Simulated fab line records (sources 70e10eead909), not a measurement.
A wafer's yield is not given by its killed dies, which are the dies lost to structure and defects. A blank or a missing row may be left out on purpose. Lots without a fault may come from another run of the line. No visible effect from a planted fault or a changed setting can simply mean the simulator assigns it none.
fab line records	flow nand-harc
record lots=6	wafers=18	last-day=33
route steps=1302 shown P_CONTACT@248 P_M0@253
lots that met no fault: from a run of the same line without faults
start-h: hours from the record's opening day to when the first of the lot's shown wafers began	wait-h: hours elapsed since this lot's preceding step	" same as the row above	L1.1+2: several wafers, shown together as one row	- value missing, or start not given	* or withheld: withheld	< > ~ a bound
route shown NAME@n: NAME is a module with steps in the file, n the number in the route of the first one	usual: mean/standard deviation taken from wafers without a fault	same: alike in all rows	chamber/n: place in a boat	sites: per-site readings	_std_site: their standard deviation	_edge_site: outer sites' mean less inner sites'	radius-mm: for every site, how far away it sits from the centre of the wafer	mask NAME#n: copy n	behind: the most recent tool/chamber to have shaped the wafer	hold: cause of the lot's hold/its duration in hours/its outcome	device: transistor that didn't switch, given as n, p or np	end of line: tests of these same wafers at the route's end	for a step that has no rows: nothing shown but its recipe	killed: not the wafer's yield, but the dies lost to structure and defects at the first sort	map: dies across one wafer; x = killed, . = not, _ = none there
set.NAME: the setting the step ran with; set.NAME@STEP: the setting that earlier step ran with	model.NAME: the simulator's own value behind a step, which no gauge read
lots at selected steps of the route; one table per step, one row per wafer
services: a tool's chamber out of use, with start hour (start-h, from the record's first day; less than 0 if before it), hours out, and reason
## steps
# step NHARC_P_CONTACT_CVD_23
# recipe target-thk-a=2000	temp-c=300	pressure-torr=40	wf6-flow-sccm=40	h2-flow-sccm=1600	ar-flow-sccm=1560	time-s=557	material=W
# usual heater-power-w=502/69	mfc-h2-sccm=1601/4.9	throttle-valve-pct=8.12/0.22
lot.wafer	tool	chamber	start-h	wait-h	heater-power-w	mfc-h2-sccm	throttle-valve-pct
L981.1	cvd-w-02	1	-	-	570	1601	8.28
L981.3	"	1	"	"	577	1598	8.19
L981.6	"	1	"	"	574	1591	8.45
L982.2	cvd-w-02	1	-	-	565	1611	8.31
L982.6	"	0	"	"	548	1594	8.12
L982.5	"	1	"	"	558	1608	8.23
L983.1	cvd-w-01	1	-	-	448	1597	7.81
L983.6	"	0	"	"	397	1606	7.94
L983.5	"	1	"	"	435	1608	7.72
L988.2	cvd-w-02	1	-	-	569	1605	8.52
L988.3	"	0	"	"	505	1607	8.24
L988.6	"	1	"	"	564	1600	7.94
L990.1	cvd-w-02	1	-	-	562	1605	8.07
L990.2	"	0	"	"	506	1605	8.04
L990.4	"	0	"	"	504	1600	8.24
L995.2	cvd-w-02	1	-	-	584	1609	8.21
L995.3	"	0	"	"	510	1601	8.04
L995.4	"	1	"	"	587	1604	8.56
# step NHARC_P_CONTACT_CMP_24
# recipe t-overpolish-s=30	target-thk-nm=200
# usual motor-current-A=12.5/1.3	overpolish-run-s=29.999/0.0089	time-to-endpoint-s=40.4/2.5
lot.wafer	tool	chamber	start-h	wait-h	motor-current-A	overpolish-run-s	time-to-endpoint-s
L981.1	cmp-03	0	206.99	1.0	10.5	30.011	41.6
L981.3	"	3	"	"	12.8	30.003	40.0
L981.6	"	0	"	"	10.6	30.009	41.4
L982.2	cmp-04	3	228.48	0.5	14.2	30.009	41.9
L982.6	"	0	"	"	15.6	30.007	39.7
L982.5	"	1	"	"	12.7	29.995	40.8
L983.1	cmp-03	1	232.66	0.5	11.9	29.993	39.7
L983.5	"	2	"	"	12.0	29.991	40.0
L983.6	"	3	"	"	12.7	30.006	37.4
L988.2	cmp-04	3	290.59	0.6	14.1	30.020	39.7
L988.3	"	0	"	"	14.9	30.013	38.5
L988.6	"	2	"	"	12.6	29.982	39.5
L990.2	cmp-03	1	305.76	0.5	11.2	29.968	37.7
L990.4	"	2	"	"	11.8	29.998	37.3
L990.1	"	3	"	"	13.6	29.980	37.7
L995.3	cmp-03	1	348.77	0.4	11.8	30.001	40.1
L995.2	"	2	"	"	12.8	30.004	36.9
L995.4	"	3	"	"	12.6	29.980	37.1
# step NHARC_P_CONTACT_SRD_26
# step NHARC_P_CONTACT_INSPECT_27
# usual raw-defect-count=262/130
lot.wafer	tool	chamber	start-h	wait-h	raw-defect-count
L981.1	defect-inspect-02	-	207.40	0.1	143
L981.3	"	-	"	"	174
L981.6	"	-	"	"	167
L982.2	defect-inspect-02	-	228.82	0.1	162
L982.5	"	-	"	"	171
L982.6	"	-	"	"	142
L983.1	defect-inspect-01	-	232.99	0.1	220
L983.5	"	-	"	"	168
L983.6	"	-	"	"	208
L988.2	defect-inspect-02	-	290.95	0.1	147
L988.3	"	-	"	"	115
L988.6	"	-	"	"	133
L990.1	defect-inspect-01	-	306.17	0.1	192
L990.2	"	-	"	"	280
L990.4	"	-	"	"	230
L995.2	defect-inspect-01	-	349.18	0.1	262
L995.3	"	-	"	"	195
L995.4	"	-	"	"	168
# step NHARC_P_M0_DEP_00
# recipe target-thk-a=1500	target-thk-nm=150	temp-c=withheld	pressure-torr=5	flow-sccm=200	rf-w=600	material=SiOC
# step NHARC_P_M0_DEHYDRATE_01
# recipe temp-c=150	time-s=120
# step NHARC_P_M0_HMDS_02
# recipe time-s=30
# step NHARC_P_M0_COAT_33
# recipe temp-c=200	time-s=65
# step NHARC_P_M0_COAT_03
# recipe spin-rpm=1500	resist-thk-nm=90
# step NHARC_P_M0_SOFTBAKE_04
# recipe temp-c=105	time-s=55
# step NHARC_P_M0_EBR_05
# step NHARC_P_M0_EXPOSE_06
# recipe na=1.35	target-cd-nm=90	dose-mj=81.28	mask-id=P_M0
# usual exposure-dose-mJ-cm2=81.7/0.64	stage-vel-mm-s=500.06/0.29
lot.wafer	tool	chamber	start-h	wait-h	mask	exposure-dose-mJ-cm2	stage-vel-mm-s
L981.1	arfi-scanner-03	0	208.03	-	P_M0#0	128.1	500.18
L981.3	"	0	"	"	P_M0#0	128.0	499.68
L981.6	"	0	"	"	P_M0#0	128.1	500.07
L982.2	arfi-scanner-01	0	229.46	-	P_M0#0	81.2	500.27
L982.5	"	0	"	"	P_M0#0	81.2	500.23
L982.6	"	0	"	"	P_M0#0	81.2	500.11
L983.1	arfi-scanner-03	0	233.74	-	P_M0#0	120.1	499.92
L983.5	"	0	"	"	P_M0#0	120.0	500.24
L983.6	"	0	"	"	P_M0#0	119.9	500.07
L988.2	arfi-scanner-01	0	291.72	-	P_M0#0	81.3	499.79
L988.3	"	0	"	"	P_M0#0	81.3	500.07
L988.6	"	0	"	"	P_M0#0	81.3	499.77
L990.1	arfi-scanner-02	0	306.93	-	P_M0#0	82.7	500.25
L990.2	"	0	"	"	P_M0#0	82.6	500.27
L990.4	"	0	"	"	P_M0#0	82.6	500.58
L995.2	arfi-scanner-02	0	349.94	-	P_M0#0	82.5	499.98
L995.3	"	0	"	"	P_M0#0	82.5	499.43
L995.4	"	0	"	"	P_M0#0	82.5	499.79
# step NHARC_P_M0_PEB_07
# recipe peb-temp-c=100	peb-time-s=65
# step NHARC_P_M0_DEVELOP_08
# recipe develop-time-s=35	dev-temp-c=23
# step NHARC_P_M0_CD_MEAS_09
# recipe target-cd-nm=90	landing-energy-ev=500
# usual cd-nm=90.0/0.58
# same landing-energy-ev=500
lot.wafer	tool	chamber	start-h	wait-h	cd-nm
L981.1	cd-sem-01	0	208.17	-	117.2
L981.3	"	0	"	"	117.4
L981.6	"	0	"	"	117.7
L982.2	cd-sem-01	0	229.60	-	90.7
L982.5	"	0	"	"	89.9
L982.6	"	0	"	"	90.5
L983.1	cd-sem-03	0	233.89	-	114.4
L983.5	"	0	"	"	114.2
L983.6	"	0	"	"	114.1
L988.2	cd-sem-02	0	291.86	-	90.2
L988.3	"	0	"	"	90.7
L988.6	"	0	"	"	90.1
L990.1	cd-sem-03	0	307.07	-	89.5
L990.2	"	0	"	"	89.4
L990.4	"	0	"	"	89.3
L995.2	cd-sem-03	0	350.08	-	89.7
L995.3	"	0	"	"	89.2
L995.4	"	0	"	"	89.6
# step NHARC_P_M0_OVL_MEAS_10
# recipe pitch-nm=180
# usual overlay-x-nm=0.4/0.92	overlay-y-nm=0.1/0.79
lot.wafer	tool	chamber	start-h	wait-h	overlay-x-nm	overlay-y-nm
L981.1	overlay-01	-	208.26	-	-0.3	-0.3
L981.3	"	-	"	"	-0.9	0.2
L981.6	"	-	"	"	-0.5	0.0
L982.2	overlay-02	-	229.68	-	-0.5	-0.1
L982.5	"	-	"	"	-0.3	0.7
L982.6	"	-	"	"	0.4	-0.1
L983.1	overlay-02	-	233.97	-	0.8	-0.8
L983.5	"	-	"	"	1.0	-0.2
L983.6	"	-	"	"	1.2	-0.1
L988.2	overlay-02	-	291.94	-	0.4	-0.7
L988.3	"	-	"	"	0.4	-0.7
L988.6	"	-	"	"	0.3	-1.3
L990.1	overlay-02	-	307.16	-	1.0	0.2
L990.2	"	-	"	"	1.5	-0.3
L990.4	"	-	"	"	1.6	-0.4
L995.2	overlay-02	-	350.16	-	-0.4	0.3
L995.3	"	-	"	"	-0.9	-0.3
L995.4	"	-	"	"	-0.4	-0.4
# step NHARC_P_M0_INSPECT_11
# usual raw-defect-count=4.3/2.6
lot.wafer	tool	chamber	start-h	wait-h	raw-defect-count
L981.1	defect-inspect-01	-	208.29	0.0	2
L981.3	"	-	"	"	0
L981.6	"	-	"	"	0
L982.2	defect-inspect-02	-	229.72	0.0	2
L982.5	"	-	"	"	1
L982.6	"	-	"	"	5
L983.1	defect-inspect-01	-	234.01	0.0	2
L983.5	"	-	"	"	2
L983.6	"	-	"	"	1
L988.2	defect-inspect-01	-	291.98	0.0	2
L988.3	"	-	"	"	3
L988.6	"	-	"	"	4
L990.1	defect-inspect-02	-	307.19	0.0	1
L990.2	"	-	"	"	5
L990.4	"	-	"	"	4
L995.2	defect-inspect-01	-	350.20	0.0	7
L995.3	"	-	"	"	5
L995.4	"	-	"	"	5
# step NHARC_P_M0_DESCUM_14
# recipe time-s=3	o2-flow-sccm=200	ar-flow-sccm=0	bias-power-w=0	chemistry=O2
# usual drypump-motor-current-A=5.8/0.42	oes-product-au=1.001/0.0076	rf-vpp-V=57.8/0.93	showerhead-plenum-p-Torr=1.90/0.058	throttle-valve-pct=11.311/0.0084
lot.wafer	tool	chamber	start-h	wait-h	drypump-motor-current-A	oes-product-au	rf-hours-counter-h	rf-vpp-V	showerhead-plenum-p-Torr	throttle-valve-pct	model.P_M0.cd-nm
L981.3	rie-diel-12	0	208.36	0.1	5.8	0.996	21	59.0	1.96	11.313	117.9
L981.1	"	2	"	"	5.2	0.989	21	57.8	1.91	11.308	117.9
L981.6	"	3	"	"	5.8	1.008	-	57.6	1.80	11.307	117.6
L982.2	rie-diel-12	1	229.78	0.1	6.2	0.998	23	58.5	1.94	11.326	90.91
L982.6	"	1	"	"	6.2	0.996	-	58.7	1.94	11.311	90.86
L982.5	"	2	"	"	5.2	1.001	-	57.0	1.91	11.310	90.25
L983.1	rie-diel-12	0	234.09	0.1	5.8	0.985	24	59.4	1.96	11.333	115.1
L983.5	"	2	"	"	5.2	1.008	-	58.6	1.91	11.302	114.5
L983.6	"	3	"	"	5.8	1.011	-	57.7	1.79	11.312	114.1
L988.2	rie-diel-07	3	292.06	0.1	5.3	1.012	59	60.0	1.96	11.311	90.2
L988.3	"	0	"	"	6.3	1.014	55	55.7	1.87	11.323	90.61
L988.6	"	1	"	"	5.7	1.003	-	57.0	1.93	11.296	90.19
L990.1	rie-diel-12	2	307.25	0.1	5.2	0.991	6	59.2	1.90	11.312	89.39
L990.4	"	3	"	"	5.8	1.003	7	57.5	1.79	11.299	89.09
L990.2	"	0	"	"	5.8	0.999	6	57.5	1.95	11.316	89.61
L995.2	rie-diel-12	0	350.26	0.1	5.8	1.000	14	55.8	1.95	11.321	89.77
L995.4	"	1	"	"	6.2	1.017	14	58.1	1.93	11.304	89.8
L995.3	"	2	"	"	5.2	1.009	16	57.9	1.90	11.306	88.83
# step NHARC_P_M0_ETCH_34
# recipe target-depth-a=400	overetch-a=120	time-s=43.94	ion-energy-ev=200	n2-flow-sccm=150	h2-flow-sccm=150	ar-flow-sccm=0	rf-w=400	bias-w=150	chemistry=N2/H2
# usual drypump-motor-current-A=5.8/0.43	oes-product-au=1.000/0.0074	rf-vpp-V=430.2/2	showerhead-plenum-p-Torr=2.03/0.063	throttle-valve-pct=14.172/0.0084
lot.wafer	tool	chamber	start-h	wait-h	drypump-motor-current-A	oes-product-au	rf-hours-counter-h	rf-vpp-V	showerhead-plenum-p-Torr	throttle-valve-pct
L981.3	rie-diel-12	3	208.44	0.1	5.8	1.005	21	427.4	1.91	14.159
L981.1	"	0	"	"	5.8	1.002	21	432.6	2.09	14.180
L981.6	"	0	"	"	5.8	0.995	-	431.6	2.09	14.175
L982.2	rie-diel-12	0	229.86	0.1	5.8	0.992	23	431.5	2.09	14.190
L982.6	"	0	"	"	5.8	0.995	-	430.2	2.09	14.177
L982.5	"	1	"	"	6.3	0.998	-	431.3	2.06	14.162
L983.1	rie-diel-12	2	234.16	0.1	5.2	0.999	24	429.2	2.03	14.178
L983.6	"	1	"	"	6.2	1.000	-	433.0	2.06	14.176
L983.5	"	2	"	"	5.2	1.001	-	431.1	2.03	14.173
L988.2	rie-diel-07	1	292.12	0.1	5.7	1.000	52	429.6	2.06	14.164
L988.3	"	0	"	"	6.3	1.002	55	428.7	2.00	14.178
L988.6	"	2	"	"	6.7	1.000	-	432.4	2.09	14.165
L990.4	rie-diel-12	1	307.34	0.1	6.3	0.999	5	431.1	2.06	14.168
L990.2	"	2	"	"	5.2	0.998	6	430.8	2.03	14.181
L990.1	"	0	"	"	5.8	0.996	6	430.8	2.08	14.176
L995.3	rie-diel-12	0	350.35	0.1	5.8	0.999	14	431.9	2.08	14.180
L995.4	"	1	"	"	6.3	1.005	14	429.6	2.06	14.183
L995.2	"	2	"	"	5.2	0.993	16	428.9	2.03	14.167
# step NHARC_P_M0_ETCH_15
# recipe target-depth-a=1500	overetch-a=150	time-s=82.5	c4f8-flow-sccm=withheld	ar-flow-sccm=400	rf-w=600	bias-w=300	chemistry=C4F8/Ar
# usual oes-product-au=0.959/0.02	rf-vpp-V=440.4/2
lot.wafer	tool	chamber	start-h	wait-h	oes-product-au	rf-hours-counter-h	rf-vpp-V	model.P_M0.cd-nm
L981.1	rie-diel-12	0	-	-	0.959	21	441.9	118
L981.3	"	3	"	"	0.965	21	436.7	117.9
L981.6	"	1	"	"	0.983	-	439.7	117.8
L982.2	rie-diel-12	3	-	-	0.976	23	437.3	90.96
L982.5	"	0	"	"	0.967	-	442.3	90.32
L982.6	"	1	"	"	0.956	-	441.7	90.94
L983.1	rie-diel-12	0	-	-	0.968	24	443.1	115.3
L983.6	"	2	"	"	0.953	-	440.0	114.1
L983.5	"	3	"	"	0.966	-	436.6	114.4
L988.3	rie-diel-07	0	-	-	0.929	55	439.8	90.4
L988.2	"	1	"	"	0.922	52	440.4	90.22
L988.6	"	0	"	"	0.923	-	439.6	89.99
L990.1	rie-diel-12	2	-	-	0.958	6	441.2	89.4
L990.2	"	0	"	"	0.978	6	441.7	89.1
L990.4	"	1	"	"	0.973	5	441.8	88.82
L995.2	rie-diel-12	1	-	-	0.973	14	442.0	89.46
L995.3	"	3	"	"	0.979	14	436.8	88.85
L995.4	"	0	"	"	0.946	14	443.0	89.65
# step NHARC_P_M0_CD_MEAS_16
# usual cd-nm=89.9/0.74
lot.wafer	tool	chamber	start-h	wait-h	cd-nm
L981.1	cd-sem-02	-	208.65	-	117.9
L981.3	"	-	"	"	118.0
L981.6	"	-	"	"	117.6
L982.2	cd-sem-02	-	230.08	-	91.1
L982.5	"	-	"	"	90.5
L982.6	"	-	"	"	91.0
L983.1	cd-sem-03	-	234.37	-	115.0
L983.5	"	-	"	"	114.8
L983.6	"	-	"	"	113.9
L988.2	cd-sem-02	-	292.34	-	90.3
L988.3	"	-	"	"	90.5
L988.6	"	-	"	"	89.7
L990.1	cd-sem-02	-	307.59	-	89.6
L990.2	"	-	"	"	89.0
L990.4	"	-	"	"	88.5
L995.2	cd-sem-01	-	350.57	-	89.7
L995.3	"	-	"	"	88.9
L995.4	"	-	"	"	89.6
## services
tool	chamber	start-h	hours	kind
cvd-w-01	-	185.00	13.0	pm
arfi-scanner-01	-	191.59	0.5	repair
arfi-scanner-03	-	193.39	0.3	repair
cvd-w-02	0	195.48	15.6	repair
arfi-scanner-03	-	196.00	4.0	pm
rie-diel-07	2	207.60	7.9	repair
cmp-04	-	209.00	4.0	pm
cvd-w-01	0	209.98	6.9	repair
cmp-03	-	217.25	0.3	repair
arfi-scanner-01	-	231.48	1.2	repair
rie-diel-12	2	244.61	3.3	repair
arfi-scanner-01	-	252.00	4.0	pm
rie-diel-07	2	255.00	1.6	repair
cmp-03	-	260.00	4.0	pm
cvd-w-01	0	261.61	4.3	repair
rie-diel-12	-	268.44	9.0	pm
cvd-w-02	-	269.00	13.0	pm
arfi-scanner-03	-	291.66	0.8	repair
rie-diel-07	-	294.47	9.0	pm
cmp-04	-	307.00	4.0	pm
rie-diel-12	3	310.43	8.1	repair
arfi-scanner-02	-	312.00	4.0	pm
cmp-04	-	313.30	3.8	repair
rie-diel-07	-	316.59	0.5	repair
## key
first-sign step=NHARC_P_M0_EXPOSE_06	reading=exposure-dose-mJ-cm2	direction=up	sigmas=66	usual=81.7	struck=124.0
effect step=NHARC_P_M0_CD_MEAS_09	reading=cd-nm	direction=up	sigmas=45	usual=90.0	struck=115.9	through=control-loop
effect step=NHARC_P_M0_CD_MEAS_16	reading=cd-nm	direction=up	sigmas=36	usual=89.9	struck=116.2	through=control-loop
model-effect step=NHARC_P_M0_DESCUM_14	value=P_M0.cd-nm	without=90.05	struck=116.2
model-effect step=NHARC_P_M0_ETCH_15	value=P_M0.cd-nm	without=90.14	struck=116.3
met-at NHARC_P_M0_EXPOSE_06
struck-wafers L981.1,L981.3,L981.6,L983.1,L983.5,L983.6
later-rows-left-out L981.1,L981.3,L981.6,L983.1,L983.5,L983.6
sort-left-out L981.1,L981.3,L981.6,L983.1,L983.5,L983.6
loop-trim step=NHARC_P_M0_EXPOSE_06	setting=dose	lots=L983
fault kind=process-parameter-drift	tool=arfi-scanner-03	chamber=-	onset-h=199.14	steps=NHARC_P_M0_EXPOSE_06	channel=dose-mj	offset=46.818	shape=step	acts-in=these-recipes-only	stated=81.28
# sort-left-out: the simulated sort isn't trusted on such a fault, so these wafers' sort isn't shown, and their yield isn't known
# later-rows-left-out: the simulator's readings of these wafers behind a module that went badly wrong aren't trusted and aren't shown, but for the sort
# loop-trim: a control loop set the setting to another value than it would have without faults
